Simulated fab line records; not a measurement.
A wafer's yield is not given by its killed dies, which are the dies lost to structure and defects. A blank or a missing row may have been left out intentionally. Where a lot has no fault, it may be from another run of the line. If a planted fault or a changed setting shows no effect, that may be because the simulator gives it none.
Split-lot experiment :: flow n5-finfet :: 21 wafers read across 7 lots, on a route 1938 steps long

== THE SPLIT ==
At N5_BEOL_M1_DEP_57 (deposits SiCN from 3MS/NH3, target thk 8 nm, time 14 s), the setting time-s was moved away from the recipe's 14 s on 11 of the 21 wafers read, by -13.3% to +12.7%. This setting was run at the recipe's value on the other wafers.

The split's own step is where the reading is taken.

== THE READING ==
SiCN_of_BEOL_M1_DEP_57.thk-nm (the simulator's own value, which no gauge read), in nm, at N5_BEOL_M1_DEP_57 (deposits SiCN from 3MS/NH3, target thk 8 nm, time 14 s). The file does not state a usual value for it. The 10 wafers here that ran the recipe average 7.9 nm, standard deviation 0.098 nm.

wafer: L074.1
tool, chamber at the split: pecvd-02, 2
time-s as run, s: 14
against the recipe: recipe
SiCN_of_BEOL_M1_DEP_57.thk-nm, nm: 8
against lot-mates on the recipe: -

wafer: L074.5
tool, chamber at the split: pecvd-02, 1
time-s as run, s: 12.14
against the recipe: -13.3%
SiCN_of_BEOL_M1_DEP_57.thk-nm, nm: 6.8
against lot-mates on the recipe: -1.2

wafer: L074.6
tool, chamber at the split: pecvd-02, 2
time-s as run, s: 12.14
against the recipe: -13.3%
SiCN_of_BEOL_M1_DEP_57.thk-nm, nm: 7
against lot-mates on the recipe: -1.0

wafer: L079.2
tool, chamber at the split: pecvd-03, 1
time-s as run, s: 14
against the recipe: recipe
SiCN_of_BEOL_M1_DEP_57.thk-nm, nm: 7.8
against lot-mates on the recipe: -

wafer: L079.3
tool, chamber at the split: pecvd-03, 2
time-s as run, s: 15.78
against the recipe: +12.7%
SiCN_of_BEOL_M1_DEP_57.thk-nm, nm: 8.6
against lot-mates on the recipe: +0.7

wafer: L079.5
tool, chamber at the split: pecvd-03, 0
time-s as run, s: 14
against the recipe: recipe
SiCN_of_BEOL_M1_DEP_57.thk-nm, nm: 8
against lot-mates on the recipe: -

wafer: L082.1
tool, chamber at the split: pecvd-03, 1,2
time-s as run, s: 15.21
against the recipe: +8.6%
SiCN_of_BEOL_M1_DEP_57.thk-nm, nm: 8.4
against lot-mates on the recipe: +0.4

wafer: L082.3
tool, chamber at the split: pecvd-03, 1,2
time-s as run, s: 15.21
against the recipe: +8.6%
SiCN_of_BEOL_M1_DEP_57.thk-nm, nm: 8.4
against lot-mates on the recipe: +0.4

wafer: L082.2
tool, chamber at the split: pecvd-03, 0
time-s as run, s: 14
against the recipe: recipe
SiCN_of_BEOL_M1_DEP_57.thk-nm, nm: 8
against lot-mates on the recipe: -

wafer: L084.2
tool, chamber at the split: pecvd-04, 0
time-s as run, s: 15.45
against the recipe: +10.4%
SiCN_of_BEOL_M1_DEP_57.thk-nm, nm: 8.4
against lot-mates on the recipe: +0.6

wafer: L084.3
tool, chamber at the split: pecvd-04, 1
time-s as run, s: 14
against the recipe: recipe
SiCN_of_BEOL_M1_DEP_57.thk-nm, nm: 7.8
against lot-mates on the recipe: -

wafer: L084.5
tool, chamber at the split: pecvd-04, 2
time-s as run, s: 15.45
against the recipe: +10.4%
SiCN_of_BEOL_M1_DEP_57.thk-nm, nm: 8.6
against lot-mates on the recipe: +0.8

wafer: L086.1
tool, chamber at the split: pecvd-04, 0
time-s as run, s: 14.7
against the recipe: +5.0%
SiCN_of_BEOL_M1_DEP_57.thk-nm, nm: 8.2
against lot-mates on the recipe: +0.2

wafer: L086.2
tool, chamber at the split: pecvd-04, 1
time-s as run, s: 14
against the recipe: recipe
SiCN_of_BEOL_M1_DEP_57.thk-nm, nm: 8
against lot-mates on the recipe: -

wafer: L086.6
tool, chamber at the split: pecvd-04, 1
time-s as run, s: 14.7
against the recipe: +5.0%
SiCN_of_BEOL_M1_DEP_57.thk-nm, nm: 8.4
against lot-mates on the recipe: +0.4

wafer: L091.1
tool, chamber at the split: pecvd-02, 1
time-s as run, s: 14.57
against the recipe: +4.1%
SiCN_of_BEOL_M1_DEP_57.thk-nm, nm: 7.8
against lot-mates on the recipe: +0.0

wafer: L091.3
tool, chamber at the split: pecvd-02, 0
time-s as run, s: 14.57
against the recipe: +4.1%
SiCN_of_BEOL_M1_DEP_57.thk-nm, nm: 8.6
against lot-mates on the recipe: +0.8

wafer: L091.5
tool, chamber at the split: pecvd-02, 1
time-s as run, s: 14
against the recipe: recipe
SiCN_of_BEOL_M1_DEP_57.thk-nm, nm: 7.8
against lot-mates on the recipe: -

wafer: L095.1
tool, chamber at the split: pecvd-02, 0,2
time-s as run, s: 14
against the recipe: recipe
SiCN_of_BEOL_M1_DEP_57.thk-nm, nm: 8
against lot-mates on the recipe: -

wafer: L095.2
tool, chamber at the split: pecvd-02, 0,2
time-s as run, s: 14
against the recipe: recipe
SiCN_of_BEOL_M1_DEP_57.thk-nm, nm: 8
against lot-mates on the recipe: -

wafer: L095.4
tool, chamber at the split: pecvd-02, 1
time-s as run, s: 14
against the recipe: recipe
SiCN_of_BEOL_M1_DEP_57.thk-nm, nm: 7.8
against lot-mates on the recipe: -
The file does not say which wafer passed through which chamber wherever a row lists several chambers: such a row stands for several wafers.

THE FIT
A straight line over all 21 wafers: SiCN_of_BEOL_M1_DEP_57.thk-nm changes by +0.0661 nm for each +1% of time-s; r = +0.93; the points scatter about the line by 0.17 nm.
The same after taking each lot's own level away (the mean of its wafers on the recipe; 21 wafers): +0.0702 nm for each +1%; r = +0.94; scatter 0.18 nm.
According to that fit, moving time-s by its largest amount changes the reading by 0.93 nm.
The span of the lots' own levels, 7.80 to 8.00 nm, comes to 2.0 times the standard deviation stated above.
Consequently the slope shifts little with the lot-to-lot level, the two slopes agreeing.
Check: -0.871 nm against its lot-mates is what the line predicts for one of the wafers moved furthest among these (-13.3%) when that wafer is left out of the fit. It came out at -1.2 nm against them.

== THESE WAFERS: OTHER SPLITS ==
Other splits were also applied to these wafers ahead of the reading. Each is held against what the fit with the lots' levels taken away leaves over:
other split on the same wafers: N5_BEOL_M0_SAQP_COAT_08 spin-rpm
wafers away from the commonest value: 7
r with SiCN_of_BEOL_M1_DEP_57.thk-nm (lot level and that fit taken away): +0.12

other split on the same wafers: N5_BEOL_M0_ETCH_128 source-w
wafers away from the commonest value: 8
r with SiCN_of_BEOL_M1_DEP_57.thk-nm (lot level and that fit taken away): +0.15

other split on the same wafers: N5_BEOL_M1_HM_DEP_02 target-thk-a
wafers away from the commonest value: 6
r with SiCN_of_BEOL_M1_DEP_57.thk-nm (lot level and that fit taken away): +0.17

other split on the same wafers: N5_BEOL_M1_COAT_62 spin-rpm
wafers away from the commonest value: 7
r with SiCN_of_BEOL_M1_DEP_57.thk-nm (lot level and that fit taken away): +0.26

== FILE'S OWN FIT ==
SiCN_of_BEOL_M1_DEP_57.thk-nm changes by +0.0665 nm for each +1% of time-s, r = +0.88.
